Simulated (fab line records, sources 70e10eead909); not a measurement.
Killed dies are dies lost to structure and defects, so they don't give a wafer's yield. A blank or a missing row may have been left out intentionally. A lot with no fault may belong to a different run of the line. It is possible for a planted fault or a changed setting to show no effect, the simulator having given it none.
What tool caused it? | flow nandHarc | Sampling: 14 lots, 42 wafers, 4 of 1159 route steps

## WHAT EACH GAUGE READ, for each wafer
Not one reading of a measure or inspect step in the record can be checked against a usual standard deviation.

## WHICH TOOL RAN EACH LOT (tool, then ch and the chambers of the sampled wafers, then the start)
lot  | NHARC_P_GATE_STRIP_95               | NHARC_P_CONTACT_DEP_30          | NHARC_P_CONTACT_DEP_00                     | NHARC_P_CONTACT_ALD_22
L504 | plasmaAsher-02 ch 1, day 5 21:20    | pecvd-04 ch 0,1,2, day 5 23:15  | pecvd-04 ch 0,1,2, day 6 03:02 or earlier  | aldMetal-04 ch 0,1,2, day 6 03:02
L505 | plasmaAsher-01 ch 0,1, day 5 23:18  | pecvd-02 ch 0,1,2, day 6 01:24  | pecvd-02 ch 0,1,2, day 6 05:05 or earlier  | aldMetal-02 ch 0,2, day 6 05:05
L506 | plasmaAsher-02 ch 0, day 6 05:41    | pecvd-03 ch 0,1, day 6 07:55    | pecvd-03 ch 0,1, day 6 11:29 or earlier    | aldMetal-01 ch 0,2,3, day 6 11:29
L507 | plasmaAsher-02 ch 0,1, day 6 07:13  | pecvd-03 ch 0,1, day 6 09:07    | pecvd-03 ch 0,1, day 6 12:41 or earlier    | aldMetal-04 ch 0,1,3, day 6 12:41
L509 | plasmaAsher-01 ch 0,1, day 6 16:13  | pecvd-04 ch 1,2, day 6 18:10    | pecvd-04 ch 1,2, day 6 21:43 or earlier    | aldMetal-02 ch 0,1, day 6 21:43
L508 | plasmaAsher-02 ch 0,1, day 6 17:04  | pecvd-03 ch 0,1,2, day 6 18:58  | pecvd-03 ch 0,1,2, day 6 23:00 or earlier  | aldMetal-04 ch 0,2,3, day 6 23:00
L510 | plasmaAsher-02 ch 0,1, day 7 01:03  | pecvd-02 ch 1,2, day 7 03:23    | pecvd-02 ch 1,2, day 7 08:14 or earlier    | aldMetal-02 ch 0,2,3, day 7 08:14
L516 | plasmaAsher-01 ch 0, day 8 16:23    | pecvd-03 ch 0,1, day 8 18:41    | pecvd-03 ch 0,1, day 8 22:16 or earlier    | aldMetal-04 ch 0,1, day 8 22:16
L520 | plasmaAsher-02 ch 0,1, day 9 17:19  | pecvd-02 ch 0,2, day 9 19:13    | pecvd-02 ch 0,2, day 9 22:54 or earlier    | aldMetal-02 ch 0,2, day 9 22:54
L521 | plasmaAsher-02 ch 0,1, day 9 18:06  | pecvd-04 ch 0,1, day 9 20:10    | pecvd-04 ch 0,1, day 9 23:39 or earlier    | aldMetal-01 ch 0,3, day 9 23:39
L523 | plasmaAsher-01 ch 0,1, day 10 04:04 | pecvd-04 ch 1,2, day 10 05:58   | pecvd-04 ch 1,2, day 10 09:28 or earlier   | aldMetal-01 ch 0,3, day 10 09:28
L522 | plasmaAsher-02 ch 0,1, day 10 04:29 | pecvd-02 ch 1,2, day 10 06:22   | pecvd-02 ch 1,2, day 10 09:52 or earlier   | aldMetal-02 ch 1,3, day 10 09:52
L524 | plasmaAsher-01 ch 0,1, day 10 19:53 | pecvd-03 ch 0,1,2, day 10 21:56 | pecvd-03 ch 0,1,2, day 11 02:46 or earlier | aldMetal-04 ch 1,2,3, day 11 02:46
L526 | plasmaAsher-02 ch 0,1, day 11 07:39 | pecvd-04 ch 0,2, day 11 09:33   | pecvd-04 ch 0,2, day 11 13:23 or earlier   | aldMetal-02 ch 0,2,3, day 11 13:23
- NHARC_P_GATE_STRIP_95: strips in O2.
- NHARC_P_CONTACT_DEP_30: deposits SiNx, target thk 30 nm.
- NHARC_P_CONTACT_DEP_00: deposits SiO2, target thk 500 nm.
- NHARC_P_CONTACT_ALD_22: deposits TiN, target thk 3 nm, pulse time 1 s, ald cycles 150.

## AS READ BY THE TOOLS THEMSELVES (means over the sampled wafers that have a number; for cases with no such wafer, the mark the record gives instead)
NHARC_P_GATE_STRIP_95.
lot  | tool           | drypumpMotorCurrentA (A) | heaterPowerW (W)
L504 | plasmaAsher-02 | 5.3                      | 329
L505 | plasmaAsher-01 | 5.8                      | 323
L506 | plasmaAsher-02 | 6.0                      | 423
L507 | plasmaAsher-02 | 5.8                      | 389
L509 | plasmaAsher-01 | 5.7                      | 324
L508 | plasmaAsher-02 | 5.8                      | 388
L510 | plasmaAsher-02 | 5.5                      | 359
L516 | plasmaAsher-01 | 6.0                      | 319
L520 | plasmaAsher-02 | 5.5                      | 361
L521 | plasmaAsher-02 | 5.8                      | 374
L523 | plasmaAsher-01 | 5.6                      | 325
L522 | plasmaAsher-02 | 5.5                      | 355
L524 | plasmaAsher-01 | 5.8                      | 318
L526 | plasmaAsher-02 | 5.8                      | 373

NHARC_P_CONTACT_DEP_30.
lot  | tool     | heaterPowerW (W)
L504 | pecvd-04 | 762
L505 | pecvd-02 | 632
L506 | pecvd-03 | 625
L507 | pecvd-03 | 654
L509 | pecvd-04 | 748
L508 | pecvd-03 | 783
L510 | pecvd-02 | 602
L516 | pecvd-03 | 682
L520 | pecvd-02 | 578
L521 | pecvd-04 | 751
L523 | pecvd-04 | 715
L522 | pecvd-02 | 594
L524 | pecvd-03 | 759
L526 | pecvd-04 | 804

NHARC_P_CONTACT_DEP_00.
lot  | tool     | chamberPressureTorr (Torr) | heaterPowerW (W) | throttleValvePct (%)
L504 | pecvd-04 | 6.507                      | 629              | 15.9
L505 | pecvd-02 | 6.503                      | 495              | 15.7
L506 | pecvd-03 | 6.492                      | 510              | 15.4
L507 | pecvd-03 | 6.524                      | 511              | 15.5
L509 | pecvd-04 | 6.496                      | 621              | 15.9
L508 | pecvd-03 | 6.493                      | 616              | 15.3
L510 | pecvd-02 | 6.489                      | 488              | 16.0
L516 | pecvd-03 | 6.506                      | 550              | 15.1
L520 | pecvd-02 | 6.491                      | 448              | 15.3
L521 | pecvd-04 | 6.484                      | 599              | 16.4
L523 | pecvd-04 | 6.501                      | 611              | 15.5
L522 | pecvd-02 | 6.506                      | 411              | 15.7
L524 | pecvd-03 | 6.484                      | 645              | 15.5
L526 | pecvd-04 | 6.502                      | 619              | 15.7

NHARC_P_CONTACT_ALD_22.
lot  | tool        | heaterPowerW (W) | precursorPulseHeightRel
L504 | aldMetal-04 | 1027             | 1.009
L505 | aldMetal-02 | 954              | 0.984
L506 | aldMetal-01 | 1117             | 0.977
L507 | aldMetal-04 | 1095             | 1.003
L509 | aldMetal-02 | 925              | 1.021
L508 | aldMetal-04 | 1043             | 1.027
L510 | aldMetal-02 | 933              | 1.004
L516 | aldMetal-04 | 1135             | 0.999
L520 | aldMetal-02 | 958              | 0.996
L521 | aldMetal-01 | 1090             | 1.000
L523 | aldMetal-01 | 1085             | 0.991
L522 | aldMetal-02 | 1064             | 1.006
L524 | aldMetal-04 | 1136             | 0.999
L526 | aldMetal-02 | 972              | 0.988

## THE ANSWER, worked out from the rows above alone
Rule: the lots themselves supply what counts as usual. The widest of any qualifying gaps counts: lots, ordered by their means at a reading, are off when they make up no more than a third of the lots, leave a main group of 4 or more, and stand apart from it by 3 or more times the standard deviation of that group's means. Not used: any main group whose means are identical at the precision the tables above print for the reading. Also off: a lot with no number at a reading for which 4 or more lots have one. All remaining lots with rows at the step are treated as sound. After the gauges, taken in route order, come the tools' own readings; for these a lot's mean is taken, as printed above. The first step at which some lot is off is used, and at that step the reading that is off furthest; a lot without a number counts as furthest.
Across all readings shown, no lot is off: no conclusion can be drawn from this.

## WHAT THE SIMULATOR HAD INSERTED
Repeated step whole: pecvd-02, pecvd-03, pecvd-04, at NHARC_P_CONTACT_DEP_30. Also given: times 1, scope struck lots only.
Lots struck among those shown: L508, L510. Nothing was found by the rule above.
